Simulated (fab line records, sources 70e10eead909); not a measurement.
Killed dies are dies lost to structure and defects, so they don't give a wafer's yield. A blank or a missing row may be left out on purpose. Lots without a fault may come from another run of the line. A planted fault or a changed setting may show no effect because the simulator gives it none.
Chamber matching | flow nand_harc | NHARC_A_M1_DESCUM_14 on rie_diel-11: 4 sister chambers
The step chemistry O2, time 3 s. 4 wafers are shown with their chamber, then 9 later ones without.

WAFERS WITH THEIR CHAMBER
wafer  | chamber | drypump_motor_current_A (A)
L088.5 | 3       | 5.4
L091.2 | 1       | 6.1
L091.3 | 0       | 5.8
L091.4 | 2       | 5.4

WAFERS WITHOUT THEIR CHAMBER
wafer  | drypump_motor_current_A (A)
L090.1 | 6.1
L090.2 | 5.4
L090.3 | 5.9
L095.1 | 5.4
L095.2 | 5.9
L095.4 | 6.1
L094.2 | 5.8
L094.4 | 5.4
L094.5 | 5.4

WHICH CHAMBER EACH WENT THROUGH
wafer  | from the rows above     | in truth
L090.1 | 1                       | 1
L090.2 | can't be placed: 2 or 3 | 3
L090.3 | 0                       | 0
L095.1 | can't be placed: 2 or 3 | 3
L095.2 | 0                       | 0
L095.4 | 1                       | 1
L094.2 | 0                       | 0
L094.4 | can't be placed: 2 or 3 | 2
L094.5 | can't be placed: 2 or 3 | 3
Placed correctly: 5 of 9. Can't be placed from these rows: 4 (the true chamber is among the candidates in 4). Placed wrongly: 0.
How it was worked out, from the rows above alone: a wafer's distance from a chamber is the root of the sum, over the readings, of the square of ((its reading less the chamber's mean) divided by the reading's scatter). The wafer belongs to the nearest chamber; if the next one is less than 2 further off, it can't be placed. A chamber's mean is the mean of its shown wafers. The scatter: with one shown wafer a chamber, the root of the mean of the squares of how far each hidden wafer lies from its nearest shown one.
